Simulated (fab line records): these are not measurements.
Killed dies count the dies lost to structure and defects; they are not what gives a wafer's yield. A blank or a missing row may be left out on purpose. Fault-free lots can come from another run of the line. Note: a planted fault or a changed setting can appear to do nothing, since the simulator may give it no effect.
Chamber matching || flow n5-finfet || 3 sister chambers for N5_BEOL_M14_ILD_DEP_00 on pecvd-04
The step deposits SiO2 from TEOS/O2, target thk 1119.3 nm, time 237.4 s. 3 wafers are shown with their chamber, then 8 later ones without.

EACH WAFER AND ITS CHAMBER
{"wafer": "L088.1", "chamber": 2, "throttle-valve-pct (%)": 18.3}
{"wafer": "L088.2", "chamber": 0, "throttle-valve-pct (%)": 20.7}
{"wafer": "L093.3", "chamber": 1, "throttle-valve-pct (%)": 17.8}

WAFERS WHOSE CHAMBER IS MISSING
{"wafer": "L093.4", "throttle-valve-pct (%)": 18.2}
{"wafer": "L093.5", "throttle-valve-pct (%)": 20.5}
{"wafer": "L097.1", "throttle-valve-pct (%)": 17.9}
{"wafer": "L097.2", "throttle-valve-pct (%)": 18.2}
{"wafer": "L097.5", "throttle-valve-pct (%)": 20.8}
{"wafer": "L096.2", "throttle-valve-pct (%)": 18.0}
{"wafer": "L096.3", "throttle-valve-pct (%)": 18.2}
{"wafer": "L096.6", "throttle-valve-pct (%)": 18.1}

EACH ONE'S CHAMBER
{"wafer": "L093.4", "from the rows above": 2, "in truth": 2}
{"wafer": "L093.5", "from the rows above": 0, "in truth": 0}
{"wafer": "L097.1", "from the rows above": 1, "in truth": 1}
{"wafer": "L097.2", "from the rows above": 2, "in truth": 2}
{"wafer": "L097.5", "from the rows above": 0, "in truth": 0}
{"wafer": "L096.2", "from the rows above": "can't be placed: 1 or 2", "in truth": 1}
{"wafer": "L096.3", "from the rows above": 2, "in truth": 2}
{"wafer": "L096.6", "from the rows above": "can't be placed: 2 or 1", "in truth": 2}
Correctly placed: 6 of 8. Unplaceable from these rows: 2, with the true chamber sitting among the candidates in 2. 0 placed wrongly.
How it was worked out, from the rows above alone: a wafer's distance from a chamber is the root of the sum, over the readings, of the square of ((its reading less the chamber's mean) divided by the reading's scatter). If the next closest chamber is less than 2 further off than the closest, the wafer can't be placed; otherwise it belongs to the closest. The mean given for a chamber averages the wafers shown for that chamber. The scatter (one wafer shown for each chamber): square how far every hidden wafer sits from the nearest shown wafer, average those squares and take the square root.
